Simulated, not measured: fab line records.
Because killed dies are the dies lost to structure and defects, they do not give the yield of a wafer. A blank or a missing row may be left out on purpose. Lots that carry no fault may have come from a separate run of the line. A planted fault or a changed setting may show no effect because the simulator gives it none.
Split-lot trial || flow n5 finfet || 21 wafers read across 7 lots, on a route 1938 steps long

ON THE SPLIT
At N5_SDB_EXPOSE_08 (exposes mask SDB), the setting dose mj was moved away from the recipe's 49.6 on 6 of the 21 wafers read, by -6.4% to +7.2%. The other wafers ran this setting at the recipe's value.

FROM THE SPLIT TO THE READING: what the file shows between them, 2 steps
- N5_SDB_PEB_09: peb time 60 s
- N5_SDB_DEVELOP_10: develop time 30 s

THE READING
cd nm at N5_SDB_CD_MEAS_11, given in nm (cd target 50 nm). Fault-free wafers of this fab line usually give 49.4 nm, standard deviation 1.2 nm.

{"wafer": "L075.3", "tool, chamber at the split": "arfi scanner-01, 0", "dose mj as run": 49.6, "against the recipe": "recipe", "cd nm, nm": 48.3, "against lot-mates on the recipe": "-"}
{"wafer": "L075.4", "tool, chamber at the split": "arfi scanner-01, 0", "dose mj as run": 49.6, "against the recipe": "recipe", "cd nm, nm": 49.6, "against lot-mates on the recipe": "-"}
{"wafer": "L075.5", "tool, chamber at the split": "arfi scanner-01, 0", "dose mj as run": 46.85, "against the recipe": "-5.5%", "cd nm, nm": 41.8, "against lot-mates on the recipe": -7.2}
{"wafer": "L080.2", "tool, chamber at the split": "arfi scanner-02, 0", "dose mj as run": 49.6, "against the recipe": "recipe", "cd nm, nm": 49.2, "against lot-mates on the recipe": "-"}
{"wafer": "L080.4", "tool, chamber at the split": "arfi scanner-02, 0", "dose mj as run": 49.6, "against the recipe": "recipe", "cd nm, nm": 49.7, "against lot-mates on the recipe": "-"}
{"wafer": "L080.5", "tool, chamber at the split": "arfi scanner-02, 0", "dose mj as run": 49.6, "against the recipe": "recipe", "cd nm, nm": 50.4, "against lot-mates on the recipe": "-"}
{"wafer": "L082.1", "tool, chamber at the split": "arfi scanner-03, 0", "dose mj as run": 49.6, "against the recipe": "recipe", "cd nm, nm": 48.3, "against lot-mates on the recipe": "-"}
{"wafer": "L082.3", "tool, chamber at the split": "arfi scanner-03, 0", "dose mj as run": 49.6, "against the recipe": "recipe", "cd nm, nm": 50.4, "against lot-mates on the recipe": "-"}
{"wafer": "L082.4", "tool, chamber at the split": "arfi scanner-03, 0", "dose mj as run": 49.6, "against the recipe": "recipe", "cd nm, nm": 48.0, "against lot-mates on the recipe": "-"}
{"wafer": "L086.4", "tool, chamber at the split": "arfi scanner-03, 0", "dose mj as run": 49.6, "against the recipe": "recipe", "cd nm, nm": 47.8, "against lot-mates on the recipe": "-"}
{"wafer": "L086.5", "tool, chamber at the split": "arfi scanner-03, 0", "dose mj as run": 53.16, "against the recipe": "+7.2%", "cd nm, nm": 55.0, "against lot-mates on the recipe": "+7.4"}
{"wafer": "L086.6", "tool, chamber at the split": "arfi scanner-03, 0", "dose mj as run": 49.6, "against the recipe": "recipe", "cd nm, nm": 47.5, "against lot-mates on the recipe": "-"}
{"wafer": "L092.2", "tool, chamber at the split": "arfi scanner-03, 0", "dose mj as run": 49.6, "against the recipe": "recipe", "cd nm, nm": 49.5, "against lot-mates on the recipe": "-"}
{"wafer": "L092.4", "tool, chamber at the split": "arfi scanner-03, 0", "dose mj as run": 49.6, "against the recipe": "recipe", "cd nm, nm": 48.6, "against lot-mates on the recipe": "-"}
{"wafer": "L092.5", "tool, chamber at the split": "arfi scanner-03, 0", "dose mj as run": 49.6, "against the recipe": "recipe", "cd nm, nm": 48.4, "against lot-mates on the recipe": "-"}
{"wafer": "L096.3", "tool, chamber at the split": "arfi scanner-03, 0", "dose mj as run": 52.26, "against the recipe": "+5.4%", "cd nm, nm": 55.6, "against lot-mates on the recipe": "+5.9"}
{"wafer": "L096.4", "tool, chamber at the split": "arfi scanner-03, 0", "dose mj as run": 49.6, "against the recipe": "recipe", "cd nm, nm": 49.5, "against lot-mates on the recipe": "-"}
{"wafer": "L096.5", "tool, chamber at the split": "arfi scanner-03, 0", "dose mj as run": 49.6, "against the recipe": "recipe", "cd nm, nm": 50.0, "against lot-mates on the recipe": "-"}
{"wafer": "L097.1", "tool, chamber at the split": "arfi scanner-03, 0", "dose mj as run": 46.45, "against the recipe": "-6.4%", "cd nm, nm": 42.4, "against lot-mates on the recipe": "no lot-mate on the recipe"}
{"wafer": "L097.3", "tool, chamber at the split": "arfi scanner-03, 0", "dose mj as run": 46.45, "against the recipe": "-6.4%", "cd nm, nm": 42.6, "against lot-mates on the recipe": "no lot-mate on the recipe"}
{"wafer": "L097.5", "tool, chamber at the split": "arfi scanner-03, 0", "dose mj as run": 46.45, "against the recipe": "-6.4%", "cd nm, nm": 44.2, "against lot-mates on the recipe": "no lot-mate on the recipe"}

FIT RESULTS
A straight line over all 21 wafers: cd nm changes by +0.997 nm for each +1% of dose mj; r = +0.96; the points scatter about the line by 1 nm.
The same after taking each lot's own level away (the mean of its wafers on the recipe; 18 wafers): +1.12 nm for each +1%; r = +0.98; scatter 0.66 nm.
According to that fit, moving dose mj by its largest amount changes the reading by 8 nm.
The span of the lots' own levels, 47.65 to 49.77 nm, comes to 1.8 times the standard deviation stated above.
So the lot-to-lot level changes the slope: the two fits differ.
Check: for one of the wafers moved furthest among these (+7.2%), held out of the fit, the line's prediction against its lot-mates is +8.5 nm. Against them it came out at +7.35 nm.

ADDITIONAL SPLITS CARRIED BY THESE WAFERS
Note: prior to the reading, these wafers also went through further splits. Each is held against what the fit with the lots' levels taken away leaves over:
{"other split on the same wafers": "N5_SD_EPI_P_EPI_21 time s", "wafers away from the commonest value": 7, "r with cd nm (lot level and that fit taken away)": -0.19}
{"other split on the same wafers": "N5_SDB_COAT_03 spin rpm", "wafers away from the commonest value": 9, "r with cd nm (lot level and that fit taken away)": -0.26}

FILE'S OWN FIT
cd nm changes by +1.11 nm for each +1% of dose mj, r = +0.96.
